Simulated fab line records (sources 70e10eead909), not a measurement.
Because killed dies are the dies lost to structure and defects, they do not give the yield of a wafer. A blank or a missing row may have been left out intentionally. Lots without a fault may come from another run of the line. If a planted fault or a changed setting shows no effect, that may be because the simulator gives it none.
Chamber matching :: flow nand harc :: NHARC_P_BONDPAD_STRIP_15 on rie diel-10 has 4 sister chambers
The step strips in O2. 14 wafers are shown with their chamber, then 7 later ones without.

== EACH WAFER AND ITS CHAMBER ==
wafer: L075.1
chamber: 2
showerhead plenum p Torr (Torr): 3.38
drypump motor current A (A): 6.1
oes product au (a.u.): 1.001

wafer: L075.2
chamber: 1
showerhead plenum p Torr (Torr): 3.50
drypump motor current A (A): 5.1
oes product au (a.u.): 1.013

wafer: L075.4
chamber: 0
showerhead plenum p Torr (Torr): 3.48
drypump motor current A (A): 6.1
oes product au (a.u.): 0.989

wafer: L076.1
chamber: 3
showerhead plenum p Torr (Torr): 3.61
drypump motor current A (A): 5.1
oes product au (a.u.): 0.996

wafer: L076.4
chamber: 2
showerhead plenum p Torr (Torr): 3.38
drypump motor current A (A): 6.1
oes product au (a.u.): 0.994

wafer: L076.6
chamber: 3
showerhead plenum p Torr (Torr): 3.61
drypump motor current A (A): 5.1
oes product au (a.u.): 0.997

wafer: L077.1
chamber: 0
showerhead plenum p Torr (Torr): 3.48
drypump motor current A (A): 6.2
oes product au (a.u.): 1.004

wafer: L077.3
chamber: 2
showerhead plenum p Torr (Torr): 3.38
drypump motor current A (A): 6.1
oes product au (a.u.): 1.002

wafer: L077.5
chamber: 1
showerhead plenum p Torr (Torr): 3.50
drypump motor current A (A): 5.0
oes product au (a.u.): 1.013

wafer: L084.1
chamber: 3
showerhead plenum p Torr (Torr): 3.61
drypump motor current A (A): 5.1
oes product au (a.u.): 0.986

wafer: L084.3
chamber: 2
showerhead plenum p Torr (Torr): 3.37
drypump motor current A (A): 6.1
oes product au (a.u.): 0.996

wafer: L084.6
chamber: 3
showerhead plenum p Torr (Torr): 3.61
drypump motor current A (A): 5.1
oes product au (a.u.): 0.987

wafer: L091.2
chamber: 2
showerhead plenum p Torr (Torr): 3.37
drypump motor current A (A): 6.1
oes product au (a.u.): 0.992

wafer: L091.4
chamber: 1
showerhead plenum p Torr (Torr): 3.49
drypump motor current A (A): 5.1
oes product au (a.u.): 1.018

SIGNATURES, as means of the wafers listed above
reading: showerhead plenum p Torr
chamber 0: 3.4800
chamber 1: 3.4967
chamber 2: 3.3760
chamber 3: 3.6100
scatter within a chamber: 0.00432

reading: drypump motor current A
chamber 0: 6.150
chamber 1: 5.067
chamber 2: 6.100
chamber 3: 5.100
scatter within a chamber: 0.0342

reading: oes product au
chamber 0: 0.99650
chamber 1: 1.01467
chamber 2: 0.99700
chamber 3: 0.99150
scatter within a chamber: 0.00553
Rule: for each reading, subtract the chamber's mean from the wafer's reading, divide by that reading's scatter and square the result; add these up over the readings and take the root, which gives the wafer's distance from the chamber. If the next closest chamber is less than 2 further off than the closest, the wafer can't be placed; otherwise it belongs to the closest. The scatter: take each reading less its chamber's mean, square it, sum over the shown wafers, divide by the number of wafers less the number of chambers, and take the root.

== WAFERS WITH NO CHAMBER GIVEN ==
wafer: L091.5
showerhead plenum p Torr (Torr): 3.49
drypump motor current A (A): 5.0
oes product au (a.u.): 0.998

wafer: L094.1
showerhead plenum p Torr (Torr): 3.49
drypump motor current A (A): 5.1
oes product au (a.u.): 1.016

wafer: L094.2
showerhead plenum p Torr (Torr): 3.37
drypump motor current A (A): 6.1
oes product au (a.u.): 1.003

wafer: L094.4
showerhead plenum p Torr (Torr): 3.48
drypump motor current A (A): 6.1
oes product au (a.u.): 1.010

wafer: L095.1
showerhead plenum p Torr (Torr): 3.61
drypump motor current A (A): 5.1
oes product au (a.u.): 0.998

wafer: L095.3
showerhead plenum p Torr (Torr): 3.49
drypump motor current A (A): 5.0
oes product au (a.u.): 1.023

wafer: L095.5
showerhead plenum p Torr (Torr): 3.37
drypump motor current A (A): 6.1
oes product au (a.u.): 1.008

== THE CHAMBER EACH PASSED THROUGH ==
wafer: L091.5
from the rows above: 1
in truth: 1

wafer: L094.1
from the rows above: 1
in truth: 1

wafer: L094.2
from the rows above: 2
in truth: 2

wafer: L094.4
from the rows above: 0
in truth: 0

wafer: L095.1
from the rows above: 3
in truth: 3

wafer: L095.3
from the rows above: 1
in truth: 1

wafer: L095.5
from the rows above: 2
in truth: 2
7 of 7 placed correctly. From these rows, 0 cannot be placed. Placed wrongly: 0.
